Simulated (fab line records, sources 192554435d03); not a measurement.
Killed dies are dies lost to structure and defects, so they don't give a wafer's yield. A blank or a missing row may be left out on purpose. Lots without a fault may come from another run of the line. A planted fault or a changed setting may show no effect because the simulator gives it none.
A struck lot beside a sound one | flow n5_finfet | 36 steps out of a route of 1938
Sound: wafers L832.1, L832.4, L832.5. Struck: wafer L841.6. (L841.1, L841.5 of the same lot were not struck and are left out.) The cause comes at the end.
At each step with rows: each side's tool, then ch and its chambers, then its first start. Under that, the readings that differ: sound wafers | struck wafers | difference of the means | sigmas: that difference in standard deviations of wafers without a fault.
alike: readings whose means differ by less than 2 such deviations, and words and numbers that are the same on both sides. not compared: withheld readings, readings that some wafer has no value for, bounds like >300 that may hide the same value, and numbers for which the record gives no deviation and whose values overlap.
The two part at a step that has a row with sigmas, a row that says differs or no value, or rows on one side only. Numbers that don't overlap but have no deviation are shown without sigmas and don't part them. A reading that every wafer of one side lacks parts them only if that side has two wafers or more.

first, 9 steps without rows for these wafers: N5_BEOL_M4_ANNEAL_95 (time 240 s); N5_BEOL_M4_SPUTTER_96 (material Cu, target thk 4.5 nm, time 8.29 s); N5_BEOL_M4_ECD_50 (material Cu, target thk 300 nm); N5_BEOL_M4_ANNEAL_51 (time 90 s); N5_BEOL_M4_CMP_52 (polishes, stops on SiOC, t overpolish 6.8 s, target thk 40 nm); N5_BEOL_M4_PRE_CLEAN_60 (time 15 s); N5_BEOL_M4_CO_CAP_55 (material Co, precursor CCTBA/H2, target thk 2 nm, time 102.1 s); N5_BEOL_M4_PRE_CLEAN_56 (time 15 s); N5_BEOL_M4_DEP_57 (deposits SiCN from 3MS/NH3, target thk 8 nm, time 14 s).
N5_BEOL_M4_RC_MEAS_101:
  sound on prober-01 ch 0, day 11 02:39; struck on prober-02 ch 0, day 13 02:37
  alike: DIBL_N, DIBL_P, IOFF_N, IOFF_P, ION_N, ION_P, SS_N, SS_P, VT_N, VT_P
then, 24 steps without rows for these wafers: N5_BEOL_M5_ILD_DEP_00 (deposits SiCOH lowk from DEMS/porogen, target thk 140.64 nm, time 25.9 s); N5_BEOL_M5_CURE_79 (cures SiCOH lowk, time 240 s); N5_BEOL_M5_PECVD_70 (deposits SiO2 from TEOS/O2, target thk 16 nm, time 18 s); N5_BEOL_M5_HM_DEP_02 (deposits TiN, target thk 20 nm); N5_BEOL_M5_COAT_59 (time 60 s, resist thk 60 nm); N5_BEOL_M5_COAT_60 (time 60 s, resist thk 12 nm); N5_BEOL_M5_COAT_71 (time 60 s, resist thk 5 nm); N5_BEOL_M5_COAT_05 (resist thk 30 nm); N5_BEOL_M5_EBR_07; N5_BEOL_M5_SOFTBAKE_06 (time 60 s); N5_BEOL_M5_EXPOSE_08 (exposes mask M5, target cd 28 nm); N5_BEOL_M5_PEB_09 (peb time 60 s); N5_BEOL_M5_DEVELOP_10 (develop time 30 s); N5_BEOL_M5_DESCUM_16 (chemistry O2, time 7 s); N5_BEOL_M5_ETCH_72 (etches underlayer in N2/H2, target depth 6.5 nm, time 5.2 s); N5_BEOL_M5_ETCH_61 (etches SiARC in CF4, target depth 15.6 nm, time 26 s); N5_BEOL_M5_ETCH_62 (etches SOC in N2/H2, target depth 75 nm, overetch 15 nm, time 112.5 s); N5_BEOL_M5_STRIP_63 (strips in N2/H2); N5_BEOL_M5_STRIP_73 (strips in N2/H2); N5_BEOL_M5_STRIP_64 (strips in CF4); N5_BEOL_M5_HM_OPEN_17 (chemistry Cl2/BCl3, target TiN, target depth 20 nm, overetch 6 nm); N5_BEOL_M5_STRIP_19 (strips in O2); N5_BEOL_M5_COAT_65 (time 60 s, resist thk 60 nm); N5_BEOL_M5_COAT_66 (time 60 s, resist thk 12 nm).
-- the record jumps here: 3 days lie between the struck wafers' starts before and after (it left off in module BEOL_M5 and takes up again in module BEOL_M11, whose first step shown is number 1593 of the route) --
N5_BEOL_M11_SPUTTER_48: material Cu, target thk 12 nm, time 2 s.
  sound on pvd_sputter-01, day 13 19:51; struck on pvd_sputter-01, day 15 21:10
  alike: throttle_valve_pct
N5_PASSIVATION_PROBE_49:
  sound on prober-01, day 15 13:29; struck on prober-01, day 17 18:37
  reading                  | sound          | struck | difference | sigmas
  defect_limited_yield (%) | 91.5 91.3 94.5 | 81.7   | -10.7      | -8
  killed_at_M0_to_M3       | 15 28 9        | 40     | +23        | +2
  killed_at_M4_up          | 14 12 10       | 116    | +104       | +19
  killed_at_contacts       | 12 10 11       | 26     | +15        | +3
  killed_dies              | 100 103 65     | 216    | +127       | +8
  killed_on_rim            | 12 10 10       | 38     | +27        | +7
  sort_bin_5_function (%)  | 4.9 5.5 3.2    | 10.4   | +5.9       | +6
  sort_bin_6_memory (%)    | 3.4 2.9 1.9    | 7.7    | +5.0       | +7
  sort_n_pass              | 1080 1077 1115 | 964    | -127       | -7
  sort_yield_pct (%)       | 91.5 91.3 94.5 | 81.7   | -10.7      | -8
  alike: killed_at_front_end, killed_at_other, killed_open, killed_short, sort_bin_8_speed

WHERE THEY PART
Only at N5_PASSIVATION_PROBE_49, within this record.

WHY: what the simulator had put in
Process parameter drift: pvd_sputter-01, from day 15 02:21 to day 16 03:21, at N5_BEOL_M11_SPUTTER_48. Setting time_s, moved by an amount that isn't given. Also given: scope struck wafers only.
